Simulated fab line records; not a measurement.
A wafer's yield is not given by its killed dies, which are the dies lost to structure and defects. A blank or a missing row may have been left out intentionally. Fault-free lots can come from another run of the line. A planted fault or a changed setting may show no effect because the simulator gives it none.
Which tool was responsible? :: flow nand_harc :: 24 lots, 72 wafers sampled, at 3 steps of a route of 1159

== WHAT THE GAUGES READ, wafer by wafer ==
NHARC_A_M0_THK_MEAS_24: measures by xrf.
lot: L078
measured: day 17 21:55
on: film_metro-02
thk_nm (nm): 113.7 113.3 113.6

lot: L076
measured: day 18 06:08
on: film_metro-01
thk_nm (nm): 111.5 112.3 114.4

lot: L079
measured: day 18 07:20
on: film_metro-01
thk_nm (nm): 114.7 113.5 113.4

lot: L075
measured: day 18 09:55
on: film_metro-01
thk_nm (nm): 114.6 114.5 113.9

lot: L074
measured: day 18 17:33
on: film_metro-01
thk_nm (nm): 113.9 115.0 112.8

lot: L077
measured: day 18 17:38
on: film_metro-02
thk_nm (nm): 114.6 116.9 116.2

lot: L080
measured: day 19 01:21
on: film_metro-01
thk_nm (nm): 112.5 117.7 115.0

lot: L083
measured: day 19 10:44
on: film_metro-01
thk_nm (nm): 112.3 113.3 112.6

lot: L082
measured: day 19 16:29
on: film_metro-01
thk_nm (nm): 114.9 112.7 112.9

lot: L084
measured: day 19 20:36
on: film_metro-02
thk_nm (nm): 112.8 115.0 114.2

lot: L081
measured: day 19 21:47
on: film_metro-02
thk_nm (nm): 113.0 113.6 111.2

lot: L085
measured: day 20 10:49
on: film_metro-02
thk_nm (nm): 112.6 113.0 112.7

lot: L089
measured: day 20 10:27
on: film_metro-01
thk_nm (nm): 112.2 112.4 114.5

lot: L087
measured: day 21 02:17
on: film_metro-02
thk_nm (nm): 112.7 114.5 114.9

lot: L086
measured: day 21 10:59
on: film_metro-01
thk_nm (nm): 114.6 115.0 114.7

lot: L088
measured: day 21 18:05
on: film_metro-02
thk_nm (nm): 114.5 114.3 117.5

lot: L090
measured: day 21 20:56
on: film_metro-02
thk_nm (nm): 116.4 115.1 113.8

lot: L091
measured: day 22 00:22
on: film_metro-01
thk_nm (nm): 116.9 118.1 116.2

lot: L092
measured: day 22 03:08
on: film_metro-02
thk_nm (nm): 115.5 114.3 114.0

lot: L094
measured: day 22 09:21
on: film_metro-02
thk_nm (nm): 116.7 117.4 114.9

lot: L093
measured: day 22 09:58
on: film_metro-01
thk_nm (nm): 114.5 112.8 115.0

lot: L097
measured: day 22 21:26
on: film_metro-01
thk_nm (nm): 113.0 113.8 115.9

lot: L095
measured: day 23 01:31
on: film_metro-01
thk_nm (nm): 113.4 114.2 112.3

lot: L096
measured: day 23 04:27
on: film_metro-01
thk_nm (nm): 112.7 111.9 111.6

NHARC_A_M1_INSPECT_11.
lot: L078
measured: day 17 23:35
on: defect_inspect-02
raw_defect_count: 27 11 20

lot: L076
measured: day 18 07:59
on: defect_inspect-01
raw_defect_count: 26 21 26

lot: L079
measured: day 18 08:53
on: defect_inspect-01
raw_defect_count: 12 6 13

lot: L075
measured: day 18 11:29
on: defect_inspect-02
raw_defect_count: 37 35 35

lot: L074
measured: day 18 19:18
on: defect_inspect-02
raw_defect_count: 22 34 31

lot: L077
measured: day 18 19:35
on: defect_inspect-01
raw_defect_count: 21 22 30

lot: L080
measured: day 19 03:03
on: defect_inspect-02
raw_defect_count: 12 16 15

lot: L083
measured: day 19 12:19
on: defect_inspect-01
raw_defect_count: 35 61 33

lot: L082
measured: day 19 18:12
on: defect_inspect-02
raw_defect_count: 20 13 22

lot: L084
measured: day 19 22:20
on: defect_inspect-02
raw_defect_count: 27 30 27

lot: L081
measured: day 19 23:28
on: defect_inspect-01
raw_defect_count: 33 37 21

lot: L085
measured: day 20 12:30
on: defect_inspect-01
raw_defect_count: 58 64 59

lot: L089
measured: day 20 12:07
on: defect_inspect-02
raw_defect_count: 23 21 24

lot: L087
measured: day 21 04:24
on: defect_inspect-01
raw_defect_count: 38 24 40

lot: L086
measured: day 21 12:40
on: defect_inspect-01
raw_defect_count: 31 30 31

lot: L088
measured: day 21 19:38
on: defect_inspect-02
raw_defect_count: 21 18 21

lot: L090
measured: day 21 22:29
on: defect_inspect-02
raw_defect_count: 30 36 24

lot: L091
measured: day 22 02:03
on: defect_inspect-02
raw_defect_count: 30 38 32

lot: L092
measured: day 22 04:57
on: defect_inspect-02
raw_defect_count: 26 28 37

lot: L094
measured: day 22 11:03
on: defect_inspect-02
raw_defect_count: 65 68 59

lot: L093
measured: day 22 11:38
on: defect_inspect-01
raw_defect_count: 19 15 17

lot: L097
measured: day 22 23:07
on: defect_inspect-01
raw_defect_count: 36 34 28

lot: L095
measured: day 23 03:12
on: defect_inspect-02
raw_defect_count: 47 46 37

lot: L096
measured: day 23 06:07
on: defect_inspect-01
raw_defect_count: 50 48 29

== EACH LOT AND THE TOOL THAT RAN IT (in order: tool; ch and the chambers of the sampled wafers; start) ==
lot: L078
NHARC_A_BLC_ALD_23: ald_metal-03 ch 1,2,3, day 17 17:13

lot: L076
NHARC_A_BLC_ALD_23: ald_metal-02 ch 0,1,3, day 17 22:11

lot: L079
NHARC_A_BLC_ALD_23: ald_metal-03 ch 0,2,3, day 17 22:59

lot: L075
NHARC_A_BLC_ALD_23: ald_metal-03 ch 1,2,3, day 18 05:13

lot: L074
NHARC_A_BLC_ALD_23: ald_metal-02 ch 1,2,3, day 18 06:26

lot: L077
NHARC_A_BLC_ALD_23: ald_metal-03 ch 0,1,2, day 18 07:26

lot: L080
NHARC_A_BLC_ALD_23: ald_metal-03 ch 1,3, day 18 17:17

lot: L083
NHARC_A_BLC_ALD_23: ald_metal-04 ch 0,1,2, day 19 03:57

lot: L082
NHARC_A_BLC_ALD_23: ald_metal-03 ch 0,3, day 19 10:11

lot: L084
NHARC_A_BLC_ALD_23: ald_metal-04 ch 0,1,2, day 19 16:04

lot: L081
NHARC_A_BLC_ALD_23: ald_metal-02 ch 0,1,2, day 19 16:38

lot: L085
NHARC_A_BLC_ALD_23: ald_metal-02 ch 0,1,3, day 20 04:10

lot: L089
NHARC_A_BLC_ALD_23: ald_metal-04 ch 0,1,3, day 20 04:55

lot: L087
NHARC_A_BLC_ALD_23: ald_metal-04 ch 1,2,3, day 20 21:31

lot: L086
NHARC_A_BLC_ALD_23: ald_metal-03 ch 0,1, day 20 21:43

lot: L088
NHARC_A_BLC_ALD_23: ald_metal-02 ch 0,1,2, day 21 11:01

lot: L090
NHARC_A_BLC_ALD_23: ald_metal-04 ch 0,1,2, day 21 16:09

lot: L091
NHARC_A_BLC_ALD_23: ald_metal-04 ch 0,2,3, day 21 16:49

lot: L092
NHARC_A_BLC_ALD_23: ald_metal-03 ch 0,3, day 21 18:25

lot: L094
NHARC_A_BLC_ALD_23: ald_metal-02 ch 0,2,3, day 22 04:32

lot: L093
NHARC_A_BLC_ALD_23: ald_metal-04 ch 0,1,2, day 22 05:23

lot: L097
NHARC_A_BLC_ALD_23: ald_metal-03 ch 0,1, day 22 15:13

lot: L095
NHARC_A_BLC_ALD_23: ald_metal-03 ch 1,2,3, day 22 20:14

lot: L096
NHARC_A_BLC_ALD_23: ald_metal-02 ch 0,1,2, day 22 23:46
- NHARC_A_BLC_ALD_23: deposits TiN, target thk 3 nm, pulse time 1 s, ald cycles 150.

== WHAT THE TOOLS THEMSELVES READ (means of the sampled wafers that have a number; where no wafer has one, the mark that the record gives instead) ==
NHARC_A_BLC_ALD_23.
lot: L078
tool: ald_metal-03
heater_power_w (W): 1030
precursor_pulse_height_rel: 1.006

lot: L076
tool: ald_metal-02
heater_power_w (W): 1016
precursor_pulse_height_rel: 1.005

lot: L079
tool: ald_metal-03
heater_power_w (W): 1050
precursor_pulse_height_rel: 0.998

lot: L075
tool: ald_metal-03
heater_power_w (W): 1041
precursor_pulse_height_rel: 0.992

lot: L074
tool: ald_metal-02
heater_power_w (W): 1009
precursor_pulse_height_rel: 1.008

lot: L077
tool: ald_metal-03
heater_power_w (W): 1021
precursor_pulse_height_rel: 0.994

lot: L080
tool: ald_metal-03
heater_power_w (W): 1024
precursor_pulse_height_rel: 0.998

lot: L083
tool: ald_metal-04
heater_power_w (W): 944
precursor_pulse_height_rel: 0.995

lot: L082
tool: ald_metal-03
heater_power_w (W): 1018
precursor_pulse_height_rel: 1.010

lot: L084
tool: ald_metal-04
heater_power_w (W): 946
precursor_pulse_height_rel: 1.003

lot: L081
tool: ald_metal-02
heater_power_w (W): 1058
precursor_pulse_height_rel: 0.999

lot: L085
tool: ald_metal-02
heater_power_w (W): 997
precursor_pulse_height_rel: 1.001

lot: L089
tool: ald_metal-04
heater_power_w (W): 993
precursor_pulse_height_rel: 0.993

lot: L087
tool: ald_metal-04
heater_power_w (W): 1001
precursor_pulse_height_rel: 0.979

lot: L086
tool: ald_metal-03
heater_power_w (W): 1011
precursor_pulse_height_rel: 0.983

lot: L088
tool: ald_metal-02
heater_power_w (W): 1071
precursor_pulse_height_rel: 0.983

lot: L090
tool: ald_metal-04
heater_power_w (W): 951
precursor_pulse_height_rel: 1.017

lot: L091
tool: ald_metal-04
heater_power_w (W): 983
precursor_pulse_height_rel: 1.000

lot: L092
tool: ald_metal-03
heater_power_w (W): 1000
precursor_pulse_height_rel: 1.007

lot: L094
tool: ald_metal-02
heater_power_w (W): 1066
precursor_pulse_height_rel: 0.999

lot: L093
tool: ald_metal-04
heater_power_w (W): 958
precursor_pulse_height_rel: 1.022

lot: L097
tool: ald_metal-03
heater_power_w (W): 950
precursor_pulse_height_rel: 1.006

lot: L095
tool: ald_metal-03
heater_power_w (W): 1017
precursor_pulse_height_rel: 1.029

lot: L096
tool: ald_metal-02
heater_power_w (W): 1091
precursor_pulse_height_rel: 1.002

== THE ANSWER, worked out from the rows above alone ==
Rule: what is usual is taken from the lots themselves. The widest of any qualifying gaps counts: lots, ordered by their means at a reading, are off when they make up no more than a third of the lots, leave a main group of 4 or more, and stand apart from it by 3 or more times the standard deviation of that group's means. If all means in a main group match to the digits the tables above print for the reading, that group is not used. A lot without any number at a reading at which 4 lots or more have one is off too. Where the step has rows for the other lots, those lots are counted as sound. Order of review: gauges by route order, followed by the tools' own readings, for which a lot's mean as printed above is used. At the first step where some lot is off, the reading lying furthest off is the one used; lots without a number count as furthest.
No lot is off at any reading shown: from this, nothing can be told.

== WHAT THE SIMULATOR PUT IN ==
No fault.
